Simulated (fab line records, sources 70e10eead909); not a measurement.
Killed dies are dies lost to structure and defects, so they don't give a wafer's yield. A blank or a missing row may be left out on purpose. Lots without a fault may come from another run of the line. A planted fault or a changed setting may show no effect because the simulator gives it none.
fab line records | flow nand_harc
record lots=6 wafers=14 last_day=33
route steps=1302 shown A_DECK1_JOINT@518 END@1302
lots that met no fault: from a run of the same line without faults
start_h: hours from the record's first day to the start of the lot's first wafer shown | wait_h: hours since the lot's step before | " the same as in the row above | L1.1+2: a row that stands for several wafers | - no value, or no start given | * or withheld: withheld | < > ~ a bound
route shown NAME@n: a module of which the file shows steps, and the number in the route of the first | usual: mean/standard deviation of fault-free wafers | same: alike in all rows | chamber/n: place in a boat | sites: the reading at each site | _std_site: their standard deviation | _edge_site: outer sites' mean less inner sites' | radius_mm: how far each site lies from the wafer's centre | mask NAME#n: copy n | behind: the tool/chamber that last shaped the wafer | hold: why the lot was held/for how many hours/how that ended | device: the transistor (n, p or np) that didn't switch | end of line: the same wafers' tests at the end of the route | a step without rows: its recipe alone | killed: dies lost to structure and defects at the first sort, not the wafer's yield | map: a wafer's dies, x killed, . not, _ none there
set.NAME: the setting as run; set.NAME@STEP: as run at that earlier step | model.NAME: the simulator's own value behind a step, which no gauge read
lots at some steps of the route; a table a step, a row a wafer
services: from which hour (start_h, from the record's first day; less than 0 if before it) a tool's chamber was out of use, for how many hours, and why
## steps
# step NHARC_A_DECK1_JOINT_ETCHBACK_07
# recipe target_depth_a=1050 time_s=26.9 hbr_flow_sccm=150 rf_w=350 icp_w=350 bias_w=60 chemistry=HBr
# usual drypump_motor_current_A=5.6/0.42 oes_product_au=1.000/0.011 run_length_s=48.3/0.4 throttle_valve_pct=23.267/0.01
# columns lot.wafer tool chamber start_h wait_h drypump_motor_current_A oes_product_au rf_hours_counter_h run_length_s throttle_valve_pct
L106.2 rie_si-05 0 268.47 0.1 4.9 0.994 0.8 48.1 23.256
L106.3 " 1 " " 5.6 1.008 0.8 48.7 23.276
L106.4 " 3 " " 5.5 0.989 0.8 48.5 23.272
L107.3 rie_si-02 0 268.49 0.1 6.0 1.018 1.0 48.6 23.249
L107.1 " 1 " " 5.4 0.991 1.0 48.4 23.268
L107.6 " 3 " " 5.9 1.004 - 47.4 23.268
L121.1 rie_si-06 1 411.83 0.1 4.8 0.988 0.9 48.8 23.266
L122.1 rie_si-06 2 420.58 0.1 5.9 1.000 1.1 48.4 23.270
L123.4 rie_si-06 3 435.43 0.1 6.0 1.001 0 48.1 23.276
L123.2 " 1 " " 4.7 1.023 0 48.5 23.257
L123.6 " 3 " " 6.0 0.993 - 47.8 23.274
L126.1 rie_si-06 0 468.46 0.1 5.5 0.990 0.2 48.3 23.283
L126.4 " 2 " " 5.9 1.014 0.3 48.3 23.268
L126.5 " 0 " " 5.5 1.002 - 48.4 23.265
# step NHARC_A_DECK1_JOINT_ETCH_25
# recipe target_depth_a=5 chemistry=dHF material=SiO2
# step NHARC_A_DECK1_JOINT_ETCH_19
# recipe temp_c=25 target_depth_a=30 chemistry=TMAH material=poly-Si
# step NHARC_A_DECK1_JOINT_ETCH_18
# recipe target_depth_a=30 chemistry=dHF material=SiO2
# step NHARC_A_DECK1_JOINT_WET_08
# recipe temp_c=160 time_s=86 chemistry=H3PO4
# step NHARC_A_DECK1_JOINT_ETCH_09
# recipe target_depth_a=50 chemistry=dHF material=SiO2
# step NHARC_A_DECK1_JOINT_WET_10
# recipe temp_c=160 time_s=86 chemistry=H3PO4
# step NHARC_A_DECK1_JOINT_ETCH_11
# recipe target_depth_a=350 chemistry=dHF material=SiO2
# step NHARC_A_DECK1_JOINT_CVD_12
# recipe target_thk_a=900 temp_c=620 pressure_mtorr=200 time_s=1800 material=poly-Si
# step NHARC_A_DECK1_JOINT_CMP_13
# recipe target_thk_nm=51.023
# usual edge_zone_pressure_frac=1.000/0.0054 motor_current_A=12.0/0.95 slurry_flow_ml_min=150.1/0.52 time_to_endpoint_s=9/3.2
# columns lot.wafer tool chamber start_h wait_h edge_zone_pressure_frac motor_current_A slurry_flow_ml_min time_to_endpoint_s
L107.1 cmp-02 2 278.57 0.4 0.999 11.8 149.9 12
L107.3 " 0 " " 0.989 11.1 149.5 9
L107.6 " 3 " " 1.001 12.1 150.1 5
L106.2 cmp-03 1 278.57 0.4 1.004 13.4 149.9 13
L106.3 " 2 " " 0.997 10.9 150.0 14
L106.4 " 0 " " 1.000 13.7 150.0 9
L121.1 cmp-03 3 427.26 0.4 1.001 10.7 149.3 10
L122.1 cmp-04 2 435.55 0.4 0.998 11.0 149.7 10
L123.2 cmp-02 3 445.76 0.4 1.006 12.8 149.8 4
L123.4 " 0 " " 0.996 12.0 149.9 7
L123.6 " 3 " " 1.014 12.2 150.0 0
L126.4 cmp-02 0 478.71 0.4 0.993 11.6 150.1 9
L126.1 " 3 " " 1.002 12.8 150.7 4
L126.5 " 0 " " 0.997 12.0 150.0 8
# step NHARC_A_DECK1_JOINT_THK_MEAS_14
# recipe thk_meas_gauge=ellipsometry
# usual thk_nm=50.8/1.7
# columns lot.wafer tool chamber start_h wait_h thk_nm
L107.1 film_metro-02 - 278.82 0.2 51.8
L107.3 " - " " 50.7
L107.6 " - " " 51.2
L106.2 film_metro-01 - 278.83 0.2 49.9
L106.3 " - " " 50.4
L106.4 " - " " 48.5
L121.1 film_metro-01 - 427.49 0.2 52.5
L122.1 film_metro-02 - 435.79 0.2 51.8
L123.2 film_metro-01 - 446.01 0.2 47.0
L123.4 " - " " 49.4
L123.6 " - " " 47.9
L126.1 film_metro-01 - 478.96 0.2 47.8
L126.4 " - " " 50.2
L126.5 " - " " 48.3
# step NHARC_A_DECK1_JOINT_SRD_04
# step NHARC_A_DECK1_JOINT_ETCHBACK_00
# recipe target_depth_a=300 time_s=17.4 hbr_flow_sccm=150 rf_w=350 icp_w=350 bias_w=60 chemistry=HBr
# usual drypump_motor_current_A=5.6/0.42 oes_product_au=1.003/0.014 run_length_s=38.8/0.37 throttle_valve_pct=23.267/0.0092
# columns lot.wafer tool chamber start_h wait_h drypump_motor_current_A oes_product_au rf_hours_counter_h run_length_s throttle_valve_pct
L106.4 rie_si-05 3 278.95 0.1 5.5 1.011 0.8 39.2 23.264
L106.2 " 0 " " 4.8 1.004 0.9 38.3 23.264
L106.3 " 1 " " 5.6 1.013 0.9 38.7 23.273
L107.3 rie_si-06 3 278.96 0.1 6.0 0.985 0.1 38.2 23.254
L107.1 " 0 " " 5.5 0.983 0.1 39.5 23.281
L107.6 " 3 " " 6.0 0.992 - 38.1 23.263
L121.1 rie_si-05 3 427.65 0.1 5.5 1.033 0.9 41.9 23.281
L122.1 rie_si-05 3 435.93 0.1 5.5 1.019 0.9 42.1 23.268
L123.4 rie_si-02 1 446.14 0.1 5.4 0.998 1.0 38.9 23.268
L123.2 " 2 " " 6.2 1.009 1.0 38.9 23.280
L123.6 " 1 " " 5.4 0.996 - 38.7 23.271
L126.1 rie_si-06 1 479.10 0.1 4.8 1.017 0.2 38.8 23.281
L126.4 " 3 " " 6.0 1.001 0.3 38.0 23.274
L126.5 " 0 " " 5.5 0.997 - 39.4 23.265
# step NHARC_A_DECK1_JOINT_PRECLEAN_30
# recipe time_s=* temp_c=50 bath_age_min=0 chemistry=SC1
# step NHARC_END_SORT_01
# recipe temp_c=25
# usual killed_at_array=52/18 killed_at_other=1.0/1.4 killed_at_periphery=3.1/2.3 killed_dies=56/17 killed_open=3.0/1.7 killed_short=2.5/1.7
# same gross_dies=677
# columns lot.wafer tool chamber start_h wait_h killed_at_array killed_at_other killed_at_periphery killed_dies killed_open killed_short
L106.2 prober-01 0 604.73 2.8 32 2 2 36 3 1
L106.3 prober-01 0 605.53 3.1 28 0 4 32 2 1
L106.4 prober-01 0 606.33 3.4 25 1 2 28 2 1
L107.1 prober-01 0 611.73 2.5 73 2 1 76 2 0
L107.3 prober-01 0 613.34 3.1 76 3 2 81 0 2
L107.6 prober-01 0 615.76 4.0 89 1 2 92 4 1
L122.1 prober-02 0 738.40 2.5 44 2 6 52 4 1
L121.1 prober-01 0 738.43 2.5 84 0 3 87 7 3
L123.2 prober-01 0 746.94 2.8 63 0 2 65 4 3
L123.4 prober-01 0 748.52 3.4 68 0 2 70 3 5
L123.6 prober-01 0 750.10 4.0 65 1 2 68 4 0
L126.1 prober-02 0 783.11 2.5 80 1 4 85 3 1
L126.4 prober-02 0 785.52 3.4 55 1 5 61 3 2
L126.5 prober-02 0 786.33 3.7 71 0 2 73 1 1
# killed by level:class
L106.2 A_CHANNEL_HOLE_D2:chamber_film_flake=10 A_STAIRCASE:chamber_film_flake=5 A_CONTACT:chamber_film_flake=5 A_ZERO_WELL:chamber_film_flake=4 A_CHANNEL_HOLE_D1:chamber_film_flake=2 THIN_TSV:chamber_film_flake=2 P_STI:geometric_particle:open=1 A_CHANNEL_FILL_D2:geometric_particle:open=1
L106.3 A_CHANNEL_HOLE_D2:chamber_film_flake=12 A_STAIRCASE:chamber_film_flake=7 A_CHANNEL_FILL_D1:chamber_film_flake=2 A_CONTACT:chamber_film_flake=2 A_CHANNEL_HOLE_D2:geometric_particle:short=1 A_WL_FILL:geometric_particle:open=1 A_M1:geometric_particle:open=1 P_ZERO_WELL:chamber_film_flake=1
L106.4 A_CHANNEL_HOLE_D2:chamber_film_flake=8 A_CONTACT:chamber_film_flake=8 A_STAIRCASE:chamber_film_flake=3 A_CHANNEL_HOLE_D1:geometric_particle:open=1 A_CHANNEL_FILL_D1:geometric_particle:open=1 P_STI:chamber_film_flake=1 A_BLC:geometric_particle:short=1 P_ZERO_WELL:chamber_film_flake=1
L107.1 A_SLIT:chamber_film_flake=26 A_CHANNEL_HOLE_D1:chamber_film_flake=22 A_CHANNEL_HOLE_D2:chamber_film_flake=21 THIN_TSV:chamber_film_flake=2 A_WL_FILL:geometric_particle:open=1 A_M1:geometric_particle:open=1 P_GATE:chamber_film_flake=1 A_CHANNEL_FILL_D1:chamber_film_flake=1
L107.3 A_CHANNEL_HOLE_D2:chamber_film_flake=28 A_SLIT:chamber_film_flake=20 A_CHANNEL_HOLE_D1:chamber_film_flake=19 A_CONTACT:chamber_film_flake=3 THIN_TSV:chamber_film_flake=3 A_STAIRCASE:chamber_film_flake=2 P_GATE:geometric_particle:short=1 A_CHANNEL_HOLE_D2:geometric_particle:short=1
L107.6 A_CHANNEL_HOLE_D2:chamber_film_flake=34 A_SLIT:chamber_film_flake=26 A_CHANNEL_HOLE_D1:chamber_film_flake=19 A_DECK1_JOINT:chamber_film_flake=2 A_STAIRCASE:chamber_film_flake=2 P_STI:geometric_particle:short=1 P_M0:geometric_particle:open=1 A_CHANNEL_FILL_D2:geometric_particle:open=1
L122.1 A_CHANNEL_HOLE_D1:chamber_film_flake=27 A_CONTACT:chamber_film_flake=7 P_M2:chamber_film_flake=3 A_DECK1_JOINT:geometric_particle:open=2 P_CONTACT:chamber_film_flake=2 A_SLIT:chamber_film_flake=2 THIN_TSV:chamber_film_flake=2 A_CHANNEL_FILL_D1:geometric_particle:short=1
L121.1 A_SLIT:chamber_film_flake=34 A_CHANNEL_HOLE_D2:chamber_film_flake=28 A_CHANNEL_HOLE_D1:chamber_film_flake=8 A_WL_FILL:chamber_film_flake=3 A_CONTACT:chamber_film_flake=3 P_M0:geometric_particle:open=2 A_ONON_D2:geometric_particle:open=2 A_ONON_D1:geometric_particle:open=1
L123.2 A_CHANNEL_HOLE_D2:chamber_film_flake=19 A_SLIT:chamber_film_flake=18 A_CHANNEL_HOLE_D1:chamber_film_flake=12 A_STAIRCASE:chamber_film_flake=5 A_CONTACT:chamber_film_flake=3 A_CHANNEL_FILL_D1:geometric_particle:open=2 P_GATE:geometric_particle:open=1 P_CONTACT:geometric_particle:open=1
L123.4 A_CHANNEL_HOLE_D2:chamber_film_flake=22 A_SLIT:chamber_film_flake=20 A_CHANNEL_HOLE_D1:chamber_film_flake=9 A_STAIRCASE:chamber_film_flake=6 A_CONTACT:chamber_film_flake=3 A_ONON_D2:geometric_particle:short=2 A_DECK1_JOINT:chamber_film_flake=2 P_CONTACT:geometric_particle:short=1
L123.6 A_SLIT:chamber_film_flake=27 A_CHANNEL_HOLE_D2:chamber_film_flake=19 A_CHANNEL_HOLE_D1:chamber_film_flake=7 A_STAIRCASE:chamber_film_flake=6 A_DECK1_JOINT:chamber_film_flake=2 P_CONTACT:geometric_particle:open=1 A_DECK1_JOINT:geometric_particle:open=1 A_WL_FILL:geometric_particle:open=1
L126.1 A_SLIT:chamber_film_flake=31 A_CHANNEL_HOLE_D2:chamber_film_flake=29 A_SGD_CUT:chamber_film_flake=8 A_CONTACT:chamber_film_flake=6 P_M0:chamber_film_flake=3 A_CHANNEL_FILL_D2:chamber_film_flake=2 P_GATE:geometric_particle:open=1 A_CHANNEL_FILL_D2:geometric_particle:short=1
L126.4 A_SLIT:chamber_film_flake=21 A_CHANNEL_HOLE_D2:chamber_film_flake=19 A_SGD_CUT:chamber_film_flake=6 A_CONTACT:chamber_film_flake=5 P_M0:chamber_film_flake=2 A_CHANNEL_FILL_D2:chamber_film_flake=2 P_CONTACT:geometric_particle:open=1 P_CONTACT:geometric_particle:short=1
L126.5 A_CHANNEL_HOLE_D2:chamber_film_flake=27 A_SLIT:chamber_film_flake=26 A_CONTACT:chamber_film_flake=6 A_CHANNEL_FILL_D2:chamber_film_flake=4 P_M0:chamber_film_flake=2 A_SGD_CUT:chamber_film_flake=2 A_CHANNEL_FILL_D1:geometric_particle:short=1 A_ONON_D2:geometric_particle:open=1
## services
# columns tool chamber start_h hours kind
rie_si-06 - 249.00 9.0 pm
cmp-03 - 260.00 4.0 pm
rie_si-02 2 268.13 4.1 repair
cmp-02 - 276.75 0.6 repair
rie_si-02 - 277.00 9.0 pm
rie_si-05 - 305.00 9.0 pm
rie_si-02 1 320.03 3.6 repair
rie_si-05 2 323.86 47.2 repair
cmp-02 - 327.19 2.7 repair
cmp-02 - 332.20 4.0 pm
cmp-03 - 340.23 1.1 repair
cmp-03 - 352.19 0.8 repair
cmp-03 - 358.00 4.0 pm
rie_si-06 0 368.45 7.7 repair
cmp-02 - 385.47 0.8 repair
rie_si-05 2 417.79 2.7 repair
rie_si-06 - 426.00 9.0 pm
rie_si-05 0 427.96 3.1 repair
cmp-02 - 428.51 6.5 repair
rie_si-02 - 430.89 0.2 repair
rie_si-02 - 454.06 9.0 pm
cmp-03 - 456.00 4.0 pm
cmp-02 - 471.64 1.1 repair
cmp-03 - 478.51 1.1 repair
## key
first_sign step=NHARC_A_DECK1_JOINT_ETCHBACK_00 reading=run_length_s direction=up sigmas=8.8 usual=* struck=*
effect none on later readings
met_at NHARC_A_DECK1_JOINT_ETCHBACK_00
struck_wafers L121.1,L122.1
tester_left_out L121,L122
onset_between 278.95 427.65
fault kind=process_parameter_drift tool=rie_si-05 chamber=3 onset_h=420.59 steps=NHARC_A_DECK1_JOINT_ETCHBACK_00 channel=time_s offset=* shape=step end_h=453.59 acts_in=* stated=*
# tester_left_out: of these lots the tester's yield and bins aren't shown, on N5 and GAA mostly nor the transistor test; their killed dies are dies lost to structure and defects alone, not to doping, threshold or leakage, so they don't give the yield
